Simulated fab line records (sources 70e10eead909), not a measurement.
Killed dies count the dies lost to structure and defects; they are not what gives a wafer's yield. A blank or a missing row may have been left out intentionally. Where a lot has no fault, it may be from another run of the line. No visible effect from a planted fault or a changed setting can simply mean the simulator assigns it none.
A lot that was struck, set against a sound lot / flow nandHarc / 15 steps out of a route of 1302
Sound: wafers L303.1, L303.4, L303.6. Struck: wafer L311.3 (left out: L311.6, a lot-mate that was not struck); the cause follows at the end.
For every step that has rows: the tool of each side, followed by ch and its chambers, followed by its first start. Under that, the readings that differ: sound wafers / struck wafers / difference of the means / sigmas: that difference in standard deviations of wafers without a fault.
alike: readings with means less than 2 such deviations apart, plus words and numbers identical on both sides. not compared: withheld readings, readings lacking a value on some wafer, bounds such as >300 that could conceal the same value, and numbers that have no deviation in the record and whose values overlap.
Wherever a step has rows on one side only, a row that says differs or no value, or a row with sigmas, the two part there. Numbers that have no deviation but don't overlap get no sigmas and don't part them. Lack of a reading on every wafer of one side parts them only where that side has two or more wafers.

first, 1 step without rows for these wafers: NHARC_A_CHANNEL_HOLE_D1_STRIP_43 (strips in O2/COS).
NHARC_A_CHANNEL_HOLE_D1_ETCH_44: etches the open film in CF4/O2, target depth 140 nm, overetch 14 nm, time 77 s.
  sound on rieDiel-12 ch 0,1,2, day 13 01:16; struck on rieDiel-12 ch 0, day 16 14:29
reading=throttleValvePct (%); sound=13.404 13.399 13.395; struck=13.382; difference=-0.017; sigmas=-2
  alike: drypumpMotorCurrentA, oesProductAu, rfVppV, showerheadPlenumPTorr
  not compared: rfHoursCounterH
then, 3 steps without rows for these wafers: NHARC_A_CHANNEL_HOLE_D1_STRIP_27 (strips in O2); NHARC_A_CHANNEL_HOLE_D1_PRECLEAN_28 (cleans in SC1); NHARC_A_CHANNEL_HOLE_D1_SRD_29.
NHARC_A_CHANNEL_HOLE_D1_CD_MEAS_30:
  sound on cdSem-02 at day 13 02:03; struck on cdSem-03 at day 16 15:15
  alike: cdNm
NHARC_A_CHANNEL_HOLE_D1_XSEM_31:
  sound on xsem-02 ch 0, day 13 02:08; struck on xsem-02 ch 0, day 16 15:21
reading=bowNm (nm); sound=9.2 9.2 9.1; struck=8.1; difference=-1.1; sigmas=-3
  alike: botCdNm, tiltDeg
NHARC_A_CHANNEL_HOLE_D1_INSPECT_40:
  sound on defectInspect-01 at day 13 02:14; struck on defectInspect-02 at day 16 15:26
  alike: rawDefectCount
then, 2 steps without rows for these wafers: NHARC_A_CHANNEL_FILL_D1_PRECLEAN_00 (cleans in SC1); NHARC_A_CHANNEL_FILL_D1_SRD_01.
NHARC_A_CHANNEL_FILL_D1_ALD_02: deposits SiO2, target thk 6 nm, pulse time 10 s, ald cycles 60.
  sound on aldHk-03 ch 1,2,3, day 13 02:26; struck on aldHk-03 ch 0, day 16 15:49
  alike: heaterPowerW, precursorPulseHeightRel
  not compared: aldCycles, sinceWetCleanH
NHARC_A_CHANNEL_FILL_D1_ALD_03: deposits SiNx, target thk 6 nm, pulse time 60 s, ald cycles 58.
  sound: aldSinBatch-01 ch 0; struck: aldSinBatch-01 ch 0
  alike: precursorPulseHeightRel
  not compared: aldCycles
NHARC_A_CHANNEL_FILL_D1_ALD_14: deposits SiO2, target thk 2.5 nm, pulse time 10 s, ald cycles 25.
  sound on aldHk-01 ch 0,2, day 13 09:28; struck on aldHk-01 ch 1, day 16 22:52
reading=aldCycles; sound=25 25 25; struck=11; difference=-14; sigmas=
  alike: heaterPowerW, precursorPulseHeightRel
  not compared: sinceWetCleanH
NHARC_A_CHANNEL_FILL_D1_ALD_15: deposits SiNx, target thk 2 nm, pulse time 60 s, ald cycles 19.
  sound on aldSinBatch-03 ch 0; struck on aldSinBatch-02 ch 0, day 17 02:04
  alike: precursorPulseHeightRel
  not compared: aldCycles
NHARC_END_SORT_01:
  the record has rows for the sound wafers here (prober-01 ch 0, day 29 13:30) and none for the struck ones

WHERE THEY PART
Earliest at NHARC_A_CHANNEL_HOLE_D1_ETCH_44; latest, in this record, at NHARC_END_SORT_01.

WHY: the cause the simulator had injected
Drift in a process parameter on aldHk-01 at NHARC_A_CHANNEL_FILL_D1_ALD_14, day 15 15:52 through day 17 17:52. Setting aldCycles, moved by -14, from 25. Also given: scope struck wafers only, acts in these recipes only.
